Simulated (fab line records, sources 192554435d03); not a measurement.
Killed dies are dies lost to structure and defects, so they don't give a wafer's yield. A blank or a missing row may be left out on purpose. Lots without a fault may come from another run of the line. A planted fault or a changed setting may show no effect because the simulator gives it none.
A struck lot beside a sound one | flow n5_finfet | 18 steps out of a route of 1938
Sound: wafers L432.2, L432.3, L432.6. Struck: wafer L442.6. (L442.1, L442.5 of the same lot were not struck and are left out.) The cause comes at the end.
At each step with rows: each side's tool, then ch and its chambers, then its first start. Under that, the readings that differ: sound wafers | struck wafers | difference of the means | sigmas: that difference in standard deviations of wafers without a fault.
alike: readings whose means differ by less than 2 such deviations, and words and numbers that are the same on both sides. not compared: withheld readings, readings that some wafer has no value for, bounds like >300 that may hide the same value, and numbers for which the record gives no deviation and whose values overlap.
The two part at a step that has a row with sigmas, a row that says differs or no value, or rows on one side only. Numbers that don't overlap but have no deviation are shown without sigmas and don't part them. A reading that every wafer of one side lacks parts them only if that side has two wafers or more.

N5_BEOL_M1_INSPECT_30: inspects for defects (brightfield).
  sound on defect_inspect-02, day 6 06:24; struck on defect_inspect-01, day 9 01:55
  alike: raw_defect_count
then, 2 steps without rows for these wafers: N5_BEOL_M1_DESCUM_33 (chemistry O2, time 7 s); N5_BEOL_M1_ETCH_77 (etches underlayer in N2/H2, target depth 6.5 nm, time 5.2 s).
N5_BEOL_M1_ETCH_69: etches SiARC in CF4, target depth 15.6 nm, time 26 s.
  sound on rie_diel-05 ch 1,3, day 6 06:29; struck on rie_diel-01 ch 1, day 9 02:19
  alike: drypump_motor_current_A, etch_rf_on_time_s, oes_product_au, rf_fwd_power_W, rf_vpp_V, showerhead_plenum_p_Torr, throttle_valve_pct
  not compared: rf_hours_counter_h
then, 1 step without rows for these wafers: N5_BEOL_M1_ALD_98 (deposits SiO2, target thk 2.5 nm, pulse time 1 s, co reactant pulse time 1 s).
N5_BEOL_M1_ETCHBACK_99: etches SiO2 in CHF3, target depth 5 nm, time 10.4 s.
  sound on rie_diel-05 ch 0,3, day 6 07:42; struck on rie_diel-05 ch 1, day 9 06:28
  alike: CHF3_flow_sccm, drypump_motor_current_A, oes_product_au, rf_fwd_power_W, rf_vpp_V, showerhead_plenum_p_Torr, throttle_valve_pct
  not compared: rf_hours_counter_h
N5_BEOL_M1_ETCH_70: etches SOC in N2/H2, target depth 80 nm, overetch 16 nm, time 120 s.
  sound on rie_diel-05 ch 0,3, day 6 07:44; struck on rie_diel-05 ch 1, day 9 06:30
  alike: drypump_motor_current_A, oes_product_au, rf_fwd_power_W, rf_vpp_V, showerhead_plenum_p_Torr, throttle_valve_pct
  not compared: rf_hours_counter_h
then, 2 steps without rows for these wafers: N5_BEOL_M1_STRIP_71 (strips in N2/H2); N5_BEOL_M1_STRIP_78 (strips in N2/H2).
N5_BEOL_M1_VIA_ETCH_34: etches the open film in C4F6/O2, target depth 67.8 nm, time 64.4 s.
  sound on rie_diel-05 ch 0,3, day 6 07:50; struck on rie_diel-05 ch 1, day 9 06:36
  reading            | sound             | struck | difference | sigmas
  rf_fwd_power_W (W) | 348.5 347.0 348.9 | 342.4  | -5.7       | -4
  alike: drypump_motor_current_A, oes_o_777_au, oes_product_au, rf_vpp_V, showerhead_plenum_p_Torr, throttle_valve_pct
  not compared: rf_hours_counter_h
then, 1 step without rows for these wafers: N5_BEOL_M1_STRIP_83 (strips in C4F6/O2).
N5_BEOL_M1_STRIP_36: strips in N2/H2.
  sound on rie_diel-05 ch 0,3, day 6 07:53; struck on rie_diel-05 ch 1, day 9 06:40
  alike: drypump_motor_current_A, oes_product_au, rf_vpp_V, showerhead_plenum_p_Torr, throttle_valve_pct
  not compared: rf_hours_counter_h
N5_BEOL_M1_TRENCH_ETCH_37: etches SiOC in C4F6/O2, target depth 55.207 nm, time 29 s.
  sound on rie_diel-05 ch 0,3, day 6 07:56; struck on rie_diel-05 ch 1, day 9 06:42
  reading                                    | sound             | struck | difference | sigmas
  model.etch.depth_nm (nm)                   | 54.94 54.97 54.96 | 45.82  | -9.14      |
  model.BEOL_M1.feature_depth_nm (nm)        | 55 55 55          | 45.8   | -9.2       |
  model.TiN_of_BEOL_M1_HM_DEP_02.thk_nm (nm) | 17.6 17.4 17.6    | 17.8   | +0.3       |
  alike: drypump_motor_current_A, oes_o_777_au, oes_product_au, rf_fwd_power_W, rf_vpp_V, showerhead_plenum_p_Torr, throttle_valve_pct
  not compared: rf_hours_counter_h
then, 2 steps without rows for these wafers: N5_BEOL_M1_ETCH_41 (etches SiCN in CH3F/O2, target depth 31.9 nm, time 57.8 s); N5_BEOL_M1_STRIP_97 (strips in N2/H2, time 10 s).
N5_BEOL_M1_OCD_MEAS_38:
  sound on ocd-02, day 6 08:06; struck on ocd-01, day 9 06:52
  reading              | sound          | struck | difference | sigmas
  trench_depth_nm (nm) | 55.0 54.9 55.5 | 46.0   | -9.1       | -12
then, 1 step without rows for these wafers: N5_BEOL_M1_HM_STRIP_39 (strips TiN in peroxide tin strip, target depth 25 nm, time 158 s).
N5_BEOL_M4_RC_MEAS_101:
  sound on prober-02 ch 0, day 7 19:23; struck on prober-01 ch 0, day 10 20:20
  alike: DIBL_N, DIBL_P, IOFF_N, IOFF_P, ION_N, ION_P, SS_N, SS_P, VT_N, VT_P

WHERE THEY PART
First at N5_BEOL_M1_VIA_ETCH_34; last, within this record, at N5_BEOL_M1_OCD_MEAS_38. Later steps at which nothing parts them and some readings are alike: N5_BEOL_M4_RC_MEAS_101.

WHY: what the simulator had put in
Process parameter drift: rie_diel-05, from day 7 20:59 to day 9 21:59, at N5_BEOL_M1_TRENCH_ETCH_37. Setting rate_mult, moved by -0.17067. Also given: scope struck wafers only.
